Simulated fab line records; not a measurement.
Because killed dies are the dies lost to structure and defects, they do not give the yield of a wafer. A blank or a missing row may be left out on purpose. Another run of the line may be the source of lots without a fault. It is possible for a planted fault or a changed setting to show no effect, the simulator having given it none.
fab line records | flow n5_finfet
record: lots: 6 wafers: 18 last_day: 16
route steps=1938 shown BEOL_M5@1179
lots that met no fault: from a run of the same line without faults
start_h: the number of hours between the record's first day and the start of the first shown wafer of the lot | wait_h: time in hours since the lot's previous step | " identical to the entry in the row above | L1.1+2: one row covering several wafers at once | - no value, or no start was given | * or withheld: withheld | < > ~ a bound
route shown NAME@n: names a module that has steps shown in the file, with the first one's number in the route | usual: mean/standard deviation taken from wafers without a fault | same: alike in all rows | chamber/n: place in a boat | sites: readings site by site | _std_site: standard deviation across them | _edge_site: the outer-site mean with the inner-site mean subtracted | radius_mm: how far each site lies from the wafer's centre | mask NAME#n: copy n | behind: the tool/chamber that last shaped the wafer | hold: the reason the lot was held/the length of the hold in hours/how it ended | device: which transistor (n, p or np) failed to switch | end of line: the same wafers' tests at the end of the route | where a step has no rows: the recipe by itself | killed: dies lost to structure and defects at the first sort, not the wafer's yield | map: the dies of a wafer, with x for killed, . for not killed, _ for no die there
set.NAME: the setting the step ran with; set.NAME@STEP: the setting that earlier step ran with | model.NAME: the simulator's own value behind a step, which no gauge read
lots seen at some steps along the route; tables by step, rows by wafer
services: a tool's chamber out of use, with start hour (start_h, from the record's first day; less than 0 if before it), hours out, and reason
== steps ==
step: N5_BEOL_M5_SPUTTER_83
recipe: material: Cu target_thk_a: 150 temp_c: -20 chamber_pressure_pa: 0.07 power_w: withheld time_s: 27.62
usual: chuck_gas_flow_sccm: 1.26/0.053 substrate_temp_c: -20.00/0.1 throttle_valve_pct: 29.5/1.1
columns lot.wafer tool chamber start_h wait_h chuck_gas_flow_sccm substrate_temp_c throttle_valve_pct
L109.1 pvd_sputter-02 - 170.19 0.5 1.30 -19.81 28.8
L109.2 " - " " 1.28 -20.03 29.2
L109.4 " - " " 1.23 -19.90 30.8
L111.1 pvd_sputter-03 - 186.70 0.5 1.39 -19.98 28.6
L111.3 " - " " 1.28 -19.92 29.6
L111.4 " - " " 1.25 -19.84 32.0
L112.2 pvd_sputter-03 - 193.29 0.5 1.26 -20.10 29.5
L112.4 " - " " 1.38 -20.28 29.5
L112.5 " - " " 1.29 -20.08 32.2
L118.1 pvd_sputter-03 - 221.62 0.5 1.27 -19.90 29.9
L118.2 " - " " 1.16 -20.00 28.8
L118.6 " - " " 1.34 -20.07 32.3
L125.2 pvd_sputter-01 - 263.29 0.5 1.20 -19.95 30.6
L125.5 " - " " 1.24 -19.92 29.7
L125.6 " - " " 1.26 -19.94 28.9
L130.1 pvd_sputter-01 - 303.53 0.5 1.32 -19.99 29.5
L130.5 " - " " 1.30 -20.16 30.2
L130.6 " - " " 1.28 -19.98 29.7
step: N5_BEOL_M5_ANNEAL_84
recipe: temp_c: 400 time_s: 1800 ambient: vacuum
usual: heater_power_w: 828/62
columns lot.wafer tool chamber start_h wait_h heater_power_w
L109.1 pvd_sputter-02 - 170.27 0.0 797
L109.2 " - " " 863
L109.4 " - " " 739
L111.1 pvd_sputter-03 - 186.78 0.0 931
L111.3 " - " " 752
L111.4 " - " " 841
L112.2 pvd_sputter-03 - 193.37 0.0 862
L112.4 " - " " 753
L112.5 " - " " 844
L118.1 pvd_sputter-03 - 221.70 0.0 894
L118.2 " - " " 905
L118.6 " - " " 835
L125.2 pvd_sputter-01 - 263.37 0.0 871
L125.5 " - " " 913
L125.6 " - " " 738
L130.1 pvd_sputter-01 - 303.61 0.0 894
L130.5 " - " " 873
L130.6 " - " " 881
step: N5_BEOL_M5_SPUTTER_88
recipe: material: Cu target_thk_a: 150 temp_c: -20 chamber_pressure_pa: 0.07 power_w: withheld time_s: 27.62
step: N5_BEOL_M5_ANNEAL_89
recipe: temp_c: 400 time_s: 1800 ambient: vacuum
usual: heater_power_w: 828/62
columns lot.wafer tool chamber start_h wait_h heater_power_w
L109.1 pvd_sputter-02 - 171.36 0.0 792
L109.2 " - " " 874
L109.4 " - " " 757
L111.1 pvd_sputter-03 - 187.87 0.0 913
L111.3 " - " " 751
L111.4 " - " " 849
L112.2 pvd_sputter-03 - 194.46 0.0 893
L112.4 " - " " 759
L112.5 " - " " 815
L118.1 pvd_sputter-03 - 222.78 0.0 886
L118.2 " - " " 925
L118.6 " - " " 830
L125.2 pvd_sputter-01 - 264.45 0.0 854
L125.5 " - " " 872
L125.6 " - " " 718
L130.1 pvd_sputter-01 - 304.69 0.0 879
L130.5 " - " " 879
L130.6 " - " " 889
step: N5_BEOL_M5_SPUTTER_90
recipe: material: Cu target_thk_a: 45 temp_c: -20 chamber_pressure_pa: 0.07 power_w: withheld time_s: 8.29
usual: chuck_gas_flow_sccm: 1.26/0.052 substrate_temp_c: -20.01/0.12 throttle_valve_pct: 29.5/1.1
columns lot.wafer tool chamber start_h wait_h chuck_gas_flow_sccm substrate_temp_c throttle_valve_pct
L109.1 pvd_sputter-02 - 172.37 0.5 1.23 -19.71 28.5
L109.2 " - " " 1.24 -19.98 29.0
L109.4 " - " " 1.37 -20.01 31.2
L111.1 pvd_sputter-03 - 188.88 0.5 1.26 -20.10 28.8
L111.3 " - " " 1.25 -20.04 29.2
L111.4 " - " " 1.29 -20.05 32.1
L112.2 pvd_sputter-03 - 195.46 0.5 1.30 -19.97 29.8
L112.4 " - " " 1.26 -19.88 29.6
L112.5 " - " " 1.24 -19.98 31.8
L118.1 pvd_sputter-03 - 223.79 0.5 1.33 -19.82 29.8
L118.2 " - " " 1.23 -19.95 28.8
L118.6 " - " " 1.20 -19.99 32.0
L125.2 pvd_sputter-01 - 265.46 0.5 1.19 -20.14 30.5
L125.5 " - " " 1.26 -19.78 29.6
L125.6 " - " " 1.33 -19.97 28.7
L130.1 pvd_sputter-01 - 305.70 0.5 1.20 -19.87 29.2
L130.5 " - " " 1.35 -19.99 30.5
L130.6 " - " " 1.25 -19.81 29.5
step: N5_BEOL_M5_ECD_50
recipe: material: Cu target_thk_a: 3000
step: N5_BEOL_M5_ANNEAL_51
recipe: temp_c: 225 time_s: 90 ambient: N2
step: N5_BEOL_M5_CMP_52
recipe: stop_on: SiCOH_lowk t_overpolish_s: 6.9 down_force_psi: 1 platen_rpm: 50 clearing_platen_down_force_psi: 1.5 clearing_platen_rpm: 50 post_cmp_clean: cu_alkaline target_thk_nm: 62 clearing_platen_pad_velocity_m_s: 0.99484 pad_velocity_m_s: 0.99484
step: N5_BEOL_M5_THK_MEAS_53
recipe: thk_meas_gauge: xrf reads: Cu_of_BEOL_M5_ECD_50
usual: M5_THK: 62.1/1.8
columns lot.wafer tool chamber start_h wait_h M5_THK[nm]
L109.1 film_metro-01 - 173.16 - 64.8
L109.2 " - " " 62.9
L109.4 " - " " 59.9
L111.1 film_metro-02 - 190.02 - 62.4
L111.3 " - " " 64.1
L111.4 " - " " 63.4
L112.2 film_metro-01 - 196.55 0.3 63.4
L112.4 " - " " 66.5
L112.5 " - " " 63.1
L118.1 film_metro-01 - 225.05 - 62.0
L118.2 " - " " 63.7
L118.6 " - " " 61.9
L125.2 film_metro-02 - 266.26 - 61.6
L125.5 " - " " 60.7
L125.6 " - " " 62.2
L130.1 film_metro-01 - 306.51 - 60.4
L130.5 " - " " 60.5
L130.6 " - " " 59.5
step: N5_BEOL_M5_PRE_CLEAN_77
recipe: gas: NH3/H2 time_s: 15 temp_c: * rf_power_w: 300
step: N5_BEOL_M5_CO_CAP_78
recipe: material: Co target_thk_a: 20 temp_c: 200 precursor: CCTBA/H2 pressure_torr: 30 time_s: 102.1
usual: heater_power_w: 223/14
columns lot.wafer tool chamber start_h wait_h heater_power_w
L109.1 cvd_co-01 2 173.24 0.0 223
L109.2 " 1 " " 203
L109.4 " 0 " " 216
L111.1 cvd_co-02 1 190.10 0.0 244
L111.3 " 0 " " 221
L111.4 " 0 " " 224
L112.2 cvd_co-02 1 196.62 0.0 239
L112.4 " 0 " " 229
L112.5 " 2 " " 243
L118.1 cvd_co-02 2 225.13 0.0 234
L118.2 " 0 " " 228
L118.6 " 2 " " 219
L125.2 cvd_co-02 1 266.33 0.0 235
L125.5 " 0 " " 226
L125.6 " 1 " " 244
L130.1 cvd_co-02 2 306.59 0.0 235
L130.5 " 0 " " 228
L130.6 " 2 " " 233
step: N5_BEOL_M5_PRE_CLEAN_55
recipe: gas: NH3 time_s: 15 temp_c: withheld rf_power_w: 300
step: N5_BEOL_M5_DEP_56
recipe: material: SiCN target_thk_a: 80 temp_c: withheld precursor: 3MS/NH3 pressure_torr: 3 rf_w: 202 time_s: 14
usual: showerhead_plenum_p_Torr: 3.656/0.011 throttle_valve_pct: 9.2/0.72
columns lot.wafer tool chamber start_h wait_h showerhead_plenum_p_Torr throttle_valve_pct model.SiCN_of_BEOL_M5_DEP_56.thk_nm
L109.1 pecvd-04 0 173.36 0.0 3.634 9.0 8
L109.2 " 1 " " 3.667 10.2 7.8
L109.4 " 1 " " 3.668 10.5 8
L111.1 pecvd-04 1 190.21 0.0 3.668 10.3 8.2
L111.3 " 2 " " 3.661 8.3 8.6
L111.4 " 0 " " 3.635 9.2 8.4
L112.2 pecvd-04 0 196.74 0.0 3.631 9.1 8.4
L112.4 " 1 " " 3.675 10.5 8.4
L112.5 " 2 " " 3.647 8.4 8.6
L118.1 pecvd-03 2 225.24 0.0 3.654 8.7 7.8
L118.2 " 1 " " 3.665 9.6 7.8
L118.6 " 2 " " 3.652 8.8 8
L125.2 pecvd-01 1 266.45 0.0 3.654 10.0 7.8
L125.5 " 2 " " 3.660 8.3 8.4
L125.6 " 0 " " 3.665 9.0 8
L130.1 pecvd-03 0 306.70 0.0 3.661 9.4 7.8
L130.5 " 2 " " 3.655 8.8 8
L130.6 " 1 " " 3.651 9.4 8
step: N5_BEOL_M5_RS_MEAS_57
recipe: thk_meas_gauge: four-point-probe reads: Co_of_BEOL_M5_CO_CAP_78+Cu_of_BEOL_M5_ECD_50+Co_of_BEOL_M5_CVD_47+TaN_of_BEOL_M5_ALD_86
usual: M5_RS: 0.390/0.013
columns lot.wafer tool chamber start_h wait_h M5_RS[ohm/sq]
L109.1 film_metro-02 - 173.42 0.0 0.374
L109.2 " - " " 0.387
L109.4 " - " " 0.409
L111.1 film_metro-01 - 190.28 0.0 0.384
L111.3 " - " " 0.372
L111.4 " - " " 0.377
L112.2 film_metro-02 - 196.81 0.1 0.380
L112.4 " - " " 0.359
L112.5 " - " " 0.381
L118.1 film_metro-01 - 225.31 0.0 0.389
L118.2 " - " " 0.377
L118.6 " - " " 0.391
L125.2 film_metro-02 - 266.52 0.1 0.391
L125.5 " - " " 0.399
L125.6 " - " " 0.387
L130.1 film_metro-02 - 306.77 0.0 0.403
L130.5 " - " " 0.400
L130.6 " - " " 0.408
== services ==
columns tool chamber start_h hours kind
pecvd-04 1 148.80 8.8 repair
pecvd-01 0 155.28 4.9 repair
pecvd-04 - 157.10 2.5 repair
cvd_co-01 2 164.89 2.3 repair
pecvd-04 - 166.30 2.6 repair
pecvd-03 - 171.75 3.1 repair
pecvd-03 2 182.22 5.5 scheduled_down
pecvd-03 2 188.70 2.1 scheduled_down
pecvd-01 - 191.75 2.8 pm
cvd_co-01 0 192.50 9.5 repair
pecvd-03 1 206.10 6.1 repair
pecvd-01 0 207.62 2.1 scheduled_down
pecvd-04 1 236.36 2.1 scheduled_down
pecvd-04 - 238.23 0.5 repair
pecvd-03 1 243.14 2.1 scheduled_down
pecvd-04 0 251.52 12.3 repair
pecvd-01 0 267.75 5.5 scheduled_down
pecvd-03 - 271.33 1.2 repair
pvd_sputter-02 - 284.61 5.1 repair
cvd_co-01 1 304.91 16.1 repair
pecvd-01 - 306.51 1.0 repair
== key ==
first_sign none at tools or gauges
model_effect: step: N5_BEOL_M5_DEP_56 value: SiCN_of_BEOL_M5_DEP_56.thk_nm without: 7.967 struck: 8.433
met_at N5_BEOL_M5_DEP_56
struck_wafers L111.1,L111.3,L111.4,L112.2,L112.4,L112.5
onset_between 173.36 190.21
fault: kind: process_parameter_drift tool: pecvd-04 chamber: - onset_h: 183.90 steps: N5_BEOL_M5_DEP_56 channel: time_s offset: * shape: step acts_in: * stated: *
